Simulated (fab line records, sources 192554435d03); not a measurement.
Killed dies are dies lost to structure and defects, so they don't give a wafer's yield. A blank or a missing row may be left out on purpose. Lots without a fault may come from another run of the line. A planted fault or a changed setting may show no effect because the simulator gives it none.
fab line records | flow n5_finfet | part 2 of 2: steps 4 to 6 of 6
record lots=24 wafers=72 last_day=21
route steps=1938 shown BEOL_M2@879
lots that met no fault: from a run of the same line without faults
start_h: hours from the record's first day to the start of the lot's first wafer shown | wait_h: hours since the lot's step before | " the same as in the row above | L1.1+2: a row that stands for several wafers | - no value, or no start given | * or withheld: withheld | < > ~ a bound
route shown NAME@n: a module of which the file shows steps, and the number in the route of the first | usual: mean/standard deviation of fault-free wafers | same: alike in all rows | chamber/n: place in a boat | sites: the reading at each site | _std_site: their standard deviation | _edge_site: outer sites' mean less inner sites' | radius_mm: how far each site lies from the wafer's centre | mask NAME#n: copy n | behind: the tool/chamber that last shaped the wafer | hold: why the lot was held/for how many hours/how that ended | device: the transistor (n, p or np) that didn't switch | end of line: the same wafers' tests at the end of the route | a step without rows: its recipe alone | killed: dies lost to structure and defects at the first sort, not the wafer's yield | map: a wafer's dies, x killed, . not, _ none there
set.NAME: the setting as run; set.NAME@STEP: as run at that earlier step | model.NAME: the simulator's own value behind a step, which no gauge read
steps of the route over a sample of lots; a table a step, a row a wafer
services: from which hour (start_h, from the record's first day; less than 0 if before it) a tool's chamber was out of use, for how many hours, and why
## steps
# step N5_BEOL_M2_PRE_CLEAN_45
# recipe gas=H2/He time_s=30 temp_c=250
# usual heater_power_w=328/46
# columns lot.wafer tool chamber start_h wait_h heater_power_w
L076.2 pvd_sputter-02 - 193.03 0.0 314
L076.5 " - " " 267
L076.6 " - " " 403
L074.3 pvd_sputter-03 - 194.32 0.0 403
L074.4 " - " " 299
L074.5 " - " " 390
L075.1 pvd_sputter-03 - 205.61 0.0 391
L075.4 " - " " 307
L075.5 " - " " 398
L077.2 pvd_sputter-01 - 207.64 0.0 308
L077.3 " - " " 411
L077.6 " - " " 307
L078.1 pvd_sputter-01 - 208.10 0.0 307
L078.4 " - " " 285
L078.6 " - " " 274
L079.2 pvd_sputter-02 - 216.84 0.0 281
L079.3 " - " " 303
L079.4 " - " " 323
L081.1 pvd_sputter-01 - 221.06 0.0 411
L081.2 " - " " 272
L081.6 " - " " 282
L080.2 pvd_sputter-03 - 228.14 0.0 359
L080.4 " - " " 400
L080.5 " - " " 393
L082.1 pvd_sputter-02 - 234.31 0.0 301
L082.3 " - " " 402
L082.6 " - " " 270
L083.1 pvd_sputter-01 - 236.50 0.0 407
L083.2 " - " " 276
L083.5 " - " " 275
L085.2 pvd_sputter-03 - 240.66 0.0 316
L085.3 " - " " 397
L085.6 " - " " 314
L084.1 pvd_sputter-01 - 246.88 0.0 299
L084.3 " - " " 406
L084.5 " - " " 275
L086.3 pvd_sputter-03 - 253.17 0.0 314
L086.5 " - " " 400
L086.6 " - " " 349
L087.1 pvd_sputter-01 - 266.13 0.0 302
L087.2 " - " " 311
L087.6 " - " " 406
L088.1 pvd_sputter-01 - 269.90 0.0 413
L088.5 " - " " 279
L088.6 " - " " 388
L089.1 pvd_sputter-02 - 272.93 0.0 279
L089.2 " - " " 306
L089.5 " - " " 322
L090.2 pvd_sputter-01 - 283.20 0.0 311
L090.3 " - " " 386
L090.6 " - " " 305
L091.3 pvd_sputter-02 - 295.22 0.0 421
L091.4 " - " " 317
L091.6 " - " " 311
L092.3 pvd_sputter-02 - 298.45 0.0 409
L092.5 " - " " 272
L092.6 " - " " 307
L093.1 pvd_sputter-01 - 298.48 0.0 309
L093.3 " - " " 411
L093.6 " - " " 306
L094.1 pvd_sputter-03 - 309.29 0.0 301
L094.3 " - " " 399
L094.4 " - " " 356
L095.1 pvd_sputter-02 - 316.22 0.0 399
L095.3 " - " " 307
L095.6 " - " " 308
L096.1 pvd_sputter-01 - 327.35 0.0 279
L096.5 " - " " 303
L096.6 " - " " 276
L097.2 pvd_sputter-01 - 327.83 0.0 305
L097.3 " - " " 307
L097.6 " - " " 309
# step N5_BEOL_M2_SPUTTER_48
# recipe material=Cu target_thk_a=45 temp_c=-20 chamber_pressure_pa=0.07 power_w=withheld time_s=8.29
# usual chamber_pressure_pa=0.07/0.00015 throttle_valve_pct=30.2/1.1
# columns lot.wafer tool chamber start_h wait_h chamber_pressure_pa throttle_valve_pct
L076.2 pvd_sputter-02 - 194.01 0.4 0.06985 29.1
L076.5 " - " " 0.07014 28.8
L076.6 " - " " 0.06963 30.5
L074.3 pvd_sputter-02 - 195.85 0.2 0.07001 30.5
L074.4 " - " " 0.07011 28.8
L074.5 " - " " 0.06997 30.4
L075.1 pvd_sputter-02 - 206.47 0.3 0.07011 29.1
L075.4 " - " " 0.06963 30.6
L075.5 " - " " 0.06995 30.6
L077.2 pvd_sputter-02 - 208.31 0.2 0.06993 30.8
L077.3 " - " " 0.07009 29.0
L077.6 " - " " 0.06996 30.7
L078.1 pvd_sputter-03 - 209.05 0.2 0.07028 30.0
L078.4 " - " " 0.06995 28.9
L078.6 " - " " 0.06975 32.1
L079.2 pvd_sputter-01 - 217.72 0.2 0.07006 29.9
L079.3 " - " " 0.07012 32.1
L079.4 " - " " 0.07006 31.6
L081.1 pvd_sputter-02 - 221.84 0.2 0.06979 29.1
L081.2 " - " " 0.07006 30.5
L081.6 " - " " 0.06997 30.6
L080.2 pvd_sputter-01 - 228.69 0.1 0.06994 31.5
L080.4 " - " " 0.07027 28.9
L080.5 " - " " 0.07017 32.0
L082.1 pvd_sputter-02 - 235.29 0.1 0.07008 30.5
L082.3 " - " " 0.07013 30.3
L082.6 " - " " 0.07005 30.8
L083.1 pvd_sputter-01 - 237.02 0.1 0.06963 30.1
L083.2 " - " " 0.06994 28.5
L083.5 " - " " 0.07003 32.1
L085.2 pvd_sputter-02 - 241.59 0.4 0.07001 30.4
L085.3 " - " " 0.07014 28.9
L085.6 " - " " 0.06995 29.0
L084.1 pvd_sputter-02 - 248.58 0.1 0.06989 30.8
L084.3 " - " " 0.06997 29.1
L084.5 " - " " 0.06987 28.9
L086.3 pvd_sputter-03 - 254.39 0.2 0.06989 29.0
L086.5 " - " " 0.06986 28.6
L086.6 " - " " 0.07004 28.7
L087.1 pvd_sputter-01 - 266.70 0.1 0.07021 31.4
L087.2 " - " " 0.06997 32.1
L087.6 " - " " 0.07011 28.7
L088.1 pvd_sputter-01 - 270.68 0.2 0.07006 28.5
L088.5 " - " " 0.06993 31.9
L088.6 " - " " 0.07029 28.8
L089.1 pvd_sputter-01 - 273.57 0.1 0.06987 28.7
L089.2 " - " " 0.07004 31.5
L089.5 " - " " 0.06993 29.9
L090.2 pvd_sputter-01 - 284.06 0.3 0.07015 32.0
L090.3 " - " " 0.07002 29.9
L090.6 " - " " 0.07018 32.1
L091.3 pvd_sputter-03 - 296.14 0.1 0.07017 29.2
L091.4 " - " " 0.07005 32.1
L091.6 " - " " 0.06989 28.8
L092.3 pvd_sputter-03 - 299.14 0.2 0.06994 30.2
L092.5 " - " " 0.06993 28.9
L092.6 " - " " 0.06999 30.1
L093.1 pvd_sputter-02 - 299.23 0.2 0.07019 30.5
L093.3 " - " " 0.07012 29.2
L093.6 " - " " 0.07021 28.8
L094.1 pvd_sputter-01 - 310.44 0.4 0.06976 29.9
L094.3 " - " " 0.06997 31.8
L094.4 " - " " 0.0697 31.5
L095.1 pvd_sputter-02 - 316.77 0.1 0.07011 30.0
L095.3 " - " " 0.06992 28.8
L095.6 " - " " 0.06992 28.9
L096.1 pvd_sputter-02 - 328.12 0.1 0.07019 29.0
L096.5 " - " " 0.07004 30.5
L096.6 " - " " 0.07024 29.0
L097.2 pvd_sputter-01 - 328.74 0.1 0.07005 29.9
L097.3 " - " " 0.06965 28.7
L097.6 " - " " 0.07019 29.9
# step N5_BEOL_M2_ANNEAL_80
# recipe temp_c=400 time_s=240 ambient=vacuum
# usual heater_power_w=813/120
# columns lot.wafer tool chamber start_h wait_h heater_power_w
L076.2 pvd_sputter-02 - 194.31 0.0 695
L076.5 " - " " 685
L076.6 " - " " 1005
L074.3 pvd_sputter-02 - 196.15 0.0 786
L074.4 " - " " 684
L074.5 " - " " 769
L075.1 pvd_sputter-02 - 206.77 0.0 693
L075.4 " - " " 989
L075.5 " - " " 1025
L077.2 pvd_sputter-02 - 208.61 0.0 765
L077.3 " - " " 684
L077.6 " - " " 1019
L078.1 pvd_sputter-03 - 209.35 0.0 980
L078.4 " - " " 777
L078.6 " - " " 889
L079.2 pvd_sputter-01 - 218.02 0.0 690
L079.3 " - " " 1020
L079.4 " - " " 749
L081.1 pvd_sputter-02 - 222.14 0.0 684
L081.2 " - " " 774
L081.6 " - " " 1015
L080.2 pvd_sputter-01 - 228.99 0.0 757
L080.4 " - " " 765
L080.5 " - " " 1023
L082.1 pvd_sputter-02 - 235.59 0.0 784
L082.3 " - " " 761
L082.6 " - " " 778
L083.1 pvd_sputter-01 - 237.32 0.0 688
L083.2 " - " " 773
L083.5 " - " " 1009
L085.2 pvd_sputter-02 - 241.89 0.0 992
L085.3 " - " " 683
L085.6 " - " " 689
L084.1 pvd_sputter-02 - 248.88 0.0 1005
L084.3 " - " " 668
L084.5 " - " " 680
L086.3 pvd_sputter-03 - 254.69 0.0 760
L086.5 " - " " 757
L086.6 " - " " 781
L087.1 pvd_sputter-01 - 267.00 0.0 763
L087.2 " - " " 1010
L087.6 " - " " 770
L088.1 pvd_sputter-01 - 270.98 0.0 754
L088.5 " - " " 751
L088.6 " - " " 783
L089.1 pvd_sputter-01 - 273.87 0.0 787
L089.2 " - " " 777
L089.5 " - " " 688
L090.2 pvd_sputter-01 - 284.36 0.0 976
L090.3 " - " " 693
L090.6 " - " " 998
L091.3 pvd_sputter-03 - 296.44 0.0 793
L091.4 " - " " 886
L091.6 " - " " 782
L092.3 pvd_sputter-03 - 299.44 0.0 962
L092.5 " - " " 773
L092.6 " - " " 965
L093.1 pvd_sputter-02 - 299.53 0.0 770
L093.3 " - " " 671
L093.6 " - " " 675
L094.1 pvd_sputter-01 - 310.74 0.0 688
L094.3 " - " " 1014
L094.4 " - " " 771
L095.1 pvd_sputter-02 - 317.07 0.0 758
L095.3 " - " " 696
L095.6 " - " " 684
L096.1 pvd_sputter-02 - 328.42 0.0 690
L096.5 " - " " 1042
L096.6 " - " " 682
L097.2 pvd_sputter-01 - 329.04 0.0 688
L097.3 " - " " 786
L097.6 " - " " 704
## services
# columns tool chamber start_h hours kind
rie_diel-01 3 166.05 3.5 repair
pvd_sputter-03 - 189.21 0.6 repair
rie_diel-04 0 198.98 - clean
rie_diel-04 0 198.98 - consumable_replace:focus_ring
rie_diel-04 0 198.98 36.9 scheduled_down
rie_diel-04 0 198.98 36.9 vent_cycle
rie_diel-04 1 200.64 69.6 repair
rie_diel-04 3 203.83 8.1 repair
rie_diel-01 - 214.57 2.8 pm
rie_diel-01 1 219.36 - clean
rie_diel-01 1 219.36 - consumable_replace:focus_ring
rie_diel-01 1 219.36 21.5 scheduled_down
rie_diel-01 1 219.36 21.5 vent_cycle
rie_diel-05 0 250.34 11.5 repair
pvd_sputter-02 - 256.23 2.3 repair
rie_diel-05 0 265.71 1.2 repair
rie_diel-04 3 270.29 - clean
rie_diel-04 3 270.29 - consumable_replace:focus_ring
rie_diel-04 3 270.29 19.2 scheduled_down
rie_diel-04 3 270.29 19.2 vent_cycle
rie_diel-01 1 271.01 14.9 repair
rie_diel-04 - 287.48 28.1 pm
rie_diel-01 1 310.36 2.1 repair
